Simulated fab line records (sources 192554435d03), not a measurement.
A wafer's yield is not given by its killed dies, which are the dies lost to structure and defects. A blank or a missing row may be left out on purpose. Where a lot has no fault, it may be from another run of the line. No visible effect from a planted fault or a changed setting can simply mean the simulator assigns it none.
Split-lot trial -- flow n5-finfet -- 21 wafers read across 7 lots, on a route 1938 steps long

== ON THE SPLIT ==
At N5_SD_EPI_N_PEB_07 (peb time 60 s), the setting peb-temp-c was moved away from the recipe's 110 C on 9 of the 21 wafers read, by -2.6% to +2.2%. This setting was run at the recipe's value on the other wafers.

== BETWEEN THE SPLIT AND THE READING: the file shows 1 step in between ==
- N5_SD_EPI_N_DEVELOP_08: develop time 30 s

== THE READING ==
cd-nm at N5_SD_EPI_N_CD_MEAS_09, given in nm (cd target 120 nm). Fault-free wafers of this fab line usually give 119.7 nm, standard deviation 0.71 nm.

wafer,"tool, chamber at the split","peb-temp-c as run, C",against the recipe,"cd-nm, nm",against lot-mates on the recipe
L078.2,"litho-track-03, 0",110,recipe,118.7,-
L078.4,"litho-track-03, 0",110,recipe,119.9,-
L078.6,"litho-track-03, 0",110,recipe,119.5,-
L081.2,"litho-track-03, 0",110,recipe,119.6,-
L081.3,"litho-track-03, 0",111.2,+1.1%,123.1,+3.5
L081.4,"litho-track-03, 0",111.2,+1.1%,121.7,+2.1
L083.2,"litho-track-04, 0",110,recipe,120.1,-
L083.4,"litho-track-04, 0",111,+0.9%,122.4,+2.3
L083.5,"litho-track-04, 0",111,+0.9%,122.0,+1.9
L085.1,"litho-track-04, 0",110,recipe,119.3,-
L085.2,"litho-track-04, 0",112.4,+2.2%,124.5,+5.3
L085.3,"litho-track-04, 0",110,recipe,119.1,-
L089.1,"litho-track-05, 0",107.1,-2.6%,111.1,-7.8
L089.3,"litho-track-05, 0",110,recipe,118.9,-
L089.5,"litho-track-05, 0",107.1,-2.6%,112.2,-6.7
L092.1,"litho-track-05, 0",107.2,-2.5%,113.4,-7.6
L092.3,"litho-track-05, 0",110,recipe,121.3,-
L092.6,"litho-track-05, 0",110,recipe,120.7,-
L095.3,"litho-track-04, 0",110,recipe,119.9,-
L095.5,"litho-track-04, 0",110,recipe,119.0,-
L095.6,"litho-track-04, 0",107.3,-2.5%,111.1,-8.4

FIT RESULTS
A straight line over all 21 wafers: cd-nm changes by +2.83 nm for each +1% of peb-temp-c; r = +0.98; the points scatter about the line by 0.85 nm.
The same after taking each lot's own level away (the mean of its wafers on the recipe; 21 wafers): +2.81 nm for each +1%; r = +0.99; scatter 0.56 nm.
The reading moves by 7.4 nm for the largest change in peb-temp-c, on that fit.
From 118.90 to 121.00 nm: that is the span of the lots' own levels, equal to 3.0 times the standard deviation above.
So the lot-to-lot level changes the slope little: the two slopes agree.
Check: for one of the wafers moved furthest among these (-2.6%), held out of the fit, the line's prediction against its lot-mates is -7.52 nm. It came out at -7.8 nm against them.

== THE OTHER SPLITS THESE WAFERS WENT THROUGH ==
Note: prior to the reading, these wafers also went through further splits. Each is held against what the fit with the lots' levels taken away leaves over:
other split on the same wafers,wafers away from the commonest value,r with cd-nm (lot level and that fit taken away)
N5_PMOS_HMC_CHANNEL_EPI_PEB_07 peb-temp-c,10,-0.14
N5_PMOS_HMC_CHANNEL_EPI_DEVELOP_08 develop-time-s,8,+0.42
N5_FIN_SAQP_DESCUM_21 time-s,12,+0.19
N5_FIN_CUT_COAT_19 spin-rpm,6,-0.40
N5_FIN_CUT_EXPOSE_05 dose-mj,5,-0.17
N5_DUMMY_GATE_COAT_28 spin-rpm,8,+0.00
N5_DUMMY_GATE_COAT_09 spin-rpm,7,+0.15

== FILE'S OWN FIT ==
cd-nm changes by +2.88 nm for each +1% of peb-temp-c, r = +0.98.
